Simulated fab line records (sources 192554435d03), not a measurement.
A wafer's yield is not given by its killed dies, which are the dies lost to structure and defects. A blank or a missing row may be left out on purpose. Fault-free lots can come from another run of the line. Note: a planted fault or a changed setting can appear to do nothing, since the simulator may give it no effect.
A struck lot beside a sound one	flow n5-finfet	37 steps out of a route of 1938
Sound: these wafers, L348.1, L348.3, L348.4. Wafers struck: L367.1, L367.2, L367.3. The cause is given at the end.
Order at every step that has rows: each side's tool, ch and its chambers, its first start. Under that, the readings that differ: sound wafers	struck wafers	difference of the means	sigmas: that difference in standard deviations of wafers without a fault.
alike: readings with means less than 2 such deviations apart, plus words and numbers identical on both sides. not compared: withheld readings, readings lacking a value on some wafer, bounds such as >300 that could conceal the same value, and numbers that have no deviation in the record and whose values overlap.
Wherever a step has rows on one side only, a row that says differs or no value, or a row with sigmas, the two part there. When numbers do not overlap yet have no deviation, they are printed without sigmas and do not part them. A reading that every wafer of one side lacks parts them only if that side has two wafers or more.

first, 9 steps without rows for these wafers: N5_WELL_APT_COAT_19 (resist thk 950 nm); N5_WELL_APT_EBR_21; N5_WELL_APT_SOFTBAKE_20 (time 60 s); N5_WELL_APT_EXPOSE_22 (exposes mask PWELL, defocus 0 nm, target cd 200 nm); N5_WELL_APT_PEB_23 (peb time 90 s); N5_WELL_APT_DEVELOP_24 (develop time 45 s); N5_WELL_APT_HARDBAKE_29 (time 120 s); N5_WELL_APT_DESCUM_30 (chemistry O2, time 7.9 s); N5_WELL_APT_IMPLANT_31.
N5_WELL_APT_IMPLANT_32:
  sound on implanter-01 ch 0, day 2 03:25; struck on implanter-01 ch 0, day 6 21:41
reading	sound	struck	difference	sigmas
dose-ions-cm2	2.0012e+13 2.0018e+13 2.0018e+13	3.8057e+13 3.8041e+13 3.8042e+13	+1.8031e+13	+99 or more
faraday-current-uA	253 255 260	490 467 485	+225	+42
then, 25 steps without rows for these wafers: N5_WELL_APT_STRIP_33 (strips in SPM, time 900 s); N5_WELL_APT_RTA_34 (time 10 s); N5_WELL_APT_OXIDE_STRIP_42 (strips SiO2 in dHF, time 45 s, target depth 12 nm); N5_WELL_APT_PRECLEAN_36 (cleans in O3/DIW, time 45 s); N5_WELL_APT_PRECLEAN_39 (cleans in dHF, time 60 s); N5_WELL_APT_SRD_37 (time 30 s); N5_WELL_APT_EPI_41 (deposits Si from SiH4/H2, target thk 50 nm, time 297.7 s); N5_PMOS_HMC_CHANNEL_EPI_HM_DEP_34 (deposits SiO2 from TEOS/O2, target thk 36 nm, time 6.9 s); N5_PMOS_HMC_CHANNEL_EPI_COAT_31 (time 60 s, resist thk 66 nm); N5_PMOS_HMC_CHANNEL_EPI_COAT_03 (resist thk 205 nm); N5_PMOS_HMC_CHANNEL_EPI_EBR_05; N5_PMOS_HMC_CHANNEL_EPI_SOFTBAKE_04 (time 60 s); N5_PMOS_HMC_CHANNEL_EPI_EXPOSE_06 (exposes mask PMOS HMC BLK, target cd 240 nm); N5_PMOS_HMC_CHANNEL_EPI_PEB_07 (peb time 60 s); N5_PMOS_HMC_CHANNEL_EPI_DEVELOP_08 (develop time 30 s); N5_PMOS_HMC_CHANNEL_EPI_DESCUM_14 (chemistry O2, time 7.9 s); N5_PMOS_HMC_CHANNEL_EPI_ETCH_32 (etches BARC in N2/H2, stops on SiO2, target depth 85.8 nm, time 50.3 s); N5_PMOS_HMC_CHANNEL_EPI_HM_OPEN_15 (chemistry CHF3/O2, target SiO2, target depth 40.6 nm, time 20.3 s); N5_PMOS_HMC_CHANNEL_EPI_STRIP_33 (strips in N2/H2); N5_PMOS_HMC_CHANNEL_EPI_STRIP_17 (strips in SPM, time 750 s); N5_PMOS_HMC_CHANNEL_EPI_ETCH_38 (etches SiO2 in CF4, target depth 1.5 nm); N5_PMOS_HMC_CHANNEL_EPI_FIN_RECESS_16 (chemistry HBr/Cl2, target Si, target depth 54 nm, time 18 s); N5_PMOS_HMC_CHANNEL_EPI_PRECLEAN_36 (cleans in O3/DIW, time 45 s); N5_PMOS_HMC_CHANNEL_EPI_PRECLEAN_18 (cleans in DHF, time 30 s); N5_PMOS_HMC_CHANNEL_EPI_SRD_19 (time 30 s).
-- here the record skips 6 days between the struck wafers' starts before and after, leaving off in module PMOS_HMC_CHANNEL_EPI and picking up in module BEOL_M4 (first step shown: number 1111 of the route) --
N5_BEOL_M4_RC_MEAS_101:
  sound on prober-01 ch 0, day 8 10:27; struck on prober-01 ch 0, day 13 07:44
reading	sound	struck	difference	sigmas
CJ_N	4.26 4.09 4.38	6.11 5.91 6.24	+1.84	+14
IOFF_N_LONG (nA/um)	6.1e-05 6.2e-05 6.4e-05	8.2e-05 7.6e-05 8.6e-05	+1.9e-05	+6
RS_PWELL (ohm/sq)	3002 3012 3016	2880 2873 2896	-127	-6
  alike: DIBL_N, DIBL_P, IOFF_N, IOFF_P, ION_N, ION_P, SS_N, SS_P, VT_N, VT_P
next, for these wafers, 1 step has no rows: N5_PASSIVATION_PROBE_49.

## WHERE THEY PART
Earliest at N5_WELL_APT_IMPLANT_32; latest, in this record, at N5_BEOL_M4_RC_MEAS_101.

WHY: what had been put in by the simulator
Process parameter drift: implanter-01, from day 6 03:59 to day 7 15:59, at N5_WELL_APT_IMPLANT_32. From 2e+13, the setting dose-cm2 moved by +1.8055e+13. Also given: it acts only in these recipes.
